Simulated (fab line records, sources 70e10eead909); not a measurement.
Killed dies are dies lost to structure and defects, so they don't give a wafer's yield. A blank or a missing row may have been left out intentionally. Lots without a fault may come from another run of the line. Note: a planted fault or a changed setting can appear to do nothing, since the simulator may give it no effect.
A lot that was struck, set against a sound lot :: flow nandHarc :: 42 out of 1302 route steps
Sound: these wafers, L739.1, L739.2, L739.5. Struck: wafer L757.1. (L757.4, L757.6 of the same lot were not struck and are left out.) The cause comes at the end.
Each step with rows lists, per side, the tool, then ch with its chambers, then its first start. Under that, the readings that differ: sound wafers :: struck wafers :: difference of the means :: sigmas: that difference in standard deviations of wafers without a fault.
alike: same words and numbers on both sides, and readings whose means sit less than 2 such deviations apart. not compared: any withheld reading, any reading some wafer has no value for, any bound like >300 that may hide the same value, and any number with overlapping values for which the record gives no deviation.
Wherever a step has rows on one side only, a row that says differs or no value, or a row with sigmas, the two part there. When numbers do not overlap yet have no deviation, they are printed without sigmas and do not part them. Lack of a reading on every wafer of one side parts them only where that side has two or more wafers.

first, 4 steps without rows for these wafers: NHARC_HYBRID_BOND_PRECLEAN_01 (cleans in DIW, time 300 s); NHARC_HYBRID_BOND_SRD_02 (time 30 s, dry time 20 s); NHARC_HYBRID_BOND_BOND_03; NHARC_HYBRID_BOND_ANNEAL_04 (time 7200 s).
NHARC_HYBRID_BOND_OVL_MEAS_05:
  sound: overlay-02 at day 23 13:32; struck: overlay-02 at day 31 14:16
  alike: overlayXNm, overlayYNm
NHARC_HYBRID_BOND_INSPECT_06: inspects for defects (ir void).
  sound: defectInspect-02 at day 23 13:35; struck: defectInspect-02 at day 31 14:19
  alike: rawDefectCount
after that, 1 step had no rows for these wafers: NHARC_THIN_TSV_GRIND_00.
NHARC_THIN_TSV_CMP_01: polishes.
  sound on cmp-01 ch 1,2, day 23 15:10; struck on cmp-02 ch 3, day 31 15:45
reading: motorCurrentA (A)
sound: 12.4 11.3 12.0
struck: 13.7
difference: +1.8
sigmas: +3
  alike: edgeZonePressureFrac
NHARC_THIN_TSV_THK_MEAS_02: measures by ir.
  sound: filmMetro-01 at day 23 15:25; struck: filmMetro-02 at day 31 15:58
  alike: thkNm
then, 3 steps without rows for these wafers: NHARC_THIN_TSV_SRD_03; NHARC_THIN_TSV_PRECLEAN_41 (cleans in SC1); NHARC_THIN_TSV_SRD_42.
NHARC_THIN_TSV_DEP_43: deposits SiO2, target thk 1328.5 nm.
  sound on pecvd-03 ch 0,1,2, day 23 15:38; struck on pecvd-02 ch 0, day 31 16:14
reading: rfFwdPowerW (W)
sound: 894.9 896.8 893.8
struck: 901.5
difference: +6.3
sigmas: +2
  alike: chamberPressureTorr, throttleValvePct
then, 8 steps without rows for these wafers: NHARC_THIN_TSV_DEHYDRATE_04 (time 120 s); NHARC_THIN_TSV_HMDS_05 (time 30 s); NHARC_THIN_TSV_COAT_06; NHARC_THIN_TSV_SOFTBAKE_07 (time 95 s); NHARC_THIN_TSV_EBR_08; NHARC_THIN_TSV_EXPOSE_09 (exposes mask TSV); NHARC_THIN_TSV_PEB_10 (peb time 85 s); NHARC_THIN_TSV_DEVELOP_11 (time 70 s).
NHARC_THIN_TSV_CD_MEAS_12: the cd target is 1000 nm.
  sound on cdSem-01 ch 0, day 23 16:28; struck on cdSem-01 ch 0, day 31 16:53
  alike: cdNm
then, 2 steps without rows for these wafers: NHARC_THIN_TSV_HARDBAKE_13 (time 80 s); NHARC_THIN_TSV_DESCUM_14 (chemistry O2, time 3 s).
NHARC_THIN_TSV_ETCH_44: etches the open film in CF4/O2, target depth 1594.2 nm, time 797.1 s.
  sound on rieDiel-07 ch 0,2,3, day 23 16:43; struck on rieDiel-11 ch 3, day 31 17:14
  alike: drypumpMotorCurrentA, o2FlowSccm, oesProductAu, rfFwdPowerW, rfVppV, showerheadPlenumPTorr, throttleValvePct
  not compared: rfHoursCounterH
then, 1 step without rows for these wafers: NHARC_THIN_TSV_ETCH_15 (target depth 3000 nm, bosch target overetch cycles 2, bosch etch step 2.8 s).
NHARC_THIN_TSV_CD_MEAS_16:
  sound: cdSem-02 at day 23 17:26; struck: cdSem-03 at day 31 17:50
  alike: cdNm
NHARC_THIN_TSV_STRIP_45: strips in O2.
  sound on plasmaAsher-01 ch 0,1, day 23 17:30; struck on plasmaAsher-01 ch 1, day 31 17:55
  alike: drypumpMotorCurrentA, heaterPowerW, tempC
  not compared: rfHoursCounterH
then, 5 steps without rows for these wafers: NHARC_THIN_TSV_STRIP_46 (strips in post etch residue remover, time 1200 s); NHARC_THIN_TSV_DEP_47 (deposits SiO2, target thk 200 nm); NHARC_THIN_TSV_ETCHBACK_48 (etches the open film in C4F8/Ar, target depth 1028.5 nm, time 405.17 s); NHARC_THIN_TSV_STRIP_62 (strips in N2/H2, time 20 s); NHARC_THIN_TSV_DEGAS_49 (time 120 s).
NHARC_THIN_TSV_PRE_CLEAN_50: time 30 s.
  sound on pvdSputter-02; struck on pvdSputter-01
  alike: heaterPowerW
then, 4 steps without rows for these wafers: NHARC_THIN_TSV_PVD_19 (deposits TaN, target thk 20 nm); NHARC_THIN_TSV_PVD_51 (deposits Cu, target thk 100 nm); NHARC_THIN_TSV_ECD_20 (material Cu, target thk 2000 nm); NHARC_THIN_TSV_ANNEAL_52 (time 90 s).
NHARC_THIN_TSV_CMP_21: polishes, t overpolish 30 s, target thk 2000 nm.
  sound on cmp-03 ch 1,2,3, day 23 20:46; struck on cmp-03 ch 3, day 31 21:14
  alike: edgeZonePressureFrac, motorCurrentA, overpolishRunS
then, 2 steps without rows for these wafers: NHARC_THIN_TSV_SRD_23; NHARC_THIN_TSV_DEGAS_53 (time 60 s).
NHARC_END_SORT_01:
  sound on prober-01 ch 0, day 24 07:22; struck on prober-01 ch 0, day 32 07:54
reading: defectLimitedYield (%)
sound: 90.3 91.7 89.2
struck: 0
difference: -90
sigmas: -32

reading: killedAtOther
sound: 0 0 2
struck: 584
difference: +583
sigmas: +99 or more

reading: killedAtPeriphery
sound: 2 5 5
struck: 10
difference: +6
sigmas: +2

reading: killedDies
sound: 66 56 73
struck: 677
difference: +612
sigmas: +32

reading: sort_bin_2_pct (%)
sound: 3.0 2.8 3.5
struck: 91.7
difference: +88.6
sigmas: +74

reading: sort_bin_3_pct (%)
sound: 0.6 0.4 0.6
struck: 1.9
difference: +1.4
sigmas: +3

reading: sortNPass
sound: 611 621 604
struck: 0
difference: -612
sigmas: -32

reading: sortRimYieldPct (%)
sound: 89 89 86
struck: 0
difference: -88
sigmas: -18

reading: sortYieldPct (%)
sound: 90.3 91.7 89.2
struck: 0
difference: -90
sigmas: -32
  alike: killedAtArray, killedOpen, killedShort, sort_bin_4_pct

== WHERE THEY PART ==
Earliest at NHARC_THIN_TSV_CMP_01; latest, in this record, at NHARC_END_SORT_01.

WHY: what had been put in by the simulator
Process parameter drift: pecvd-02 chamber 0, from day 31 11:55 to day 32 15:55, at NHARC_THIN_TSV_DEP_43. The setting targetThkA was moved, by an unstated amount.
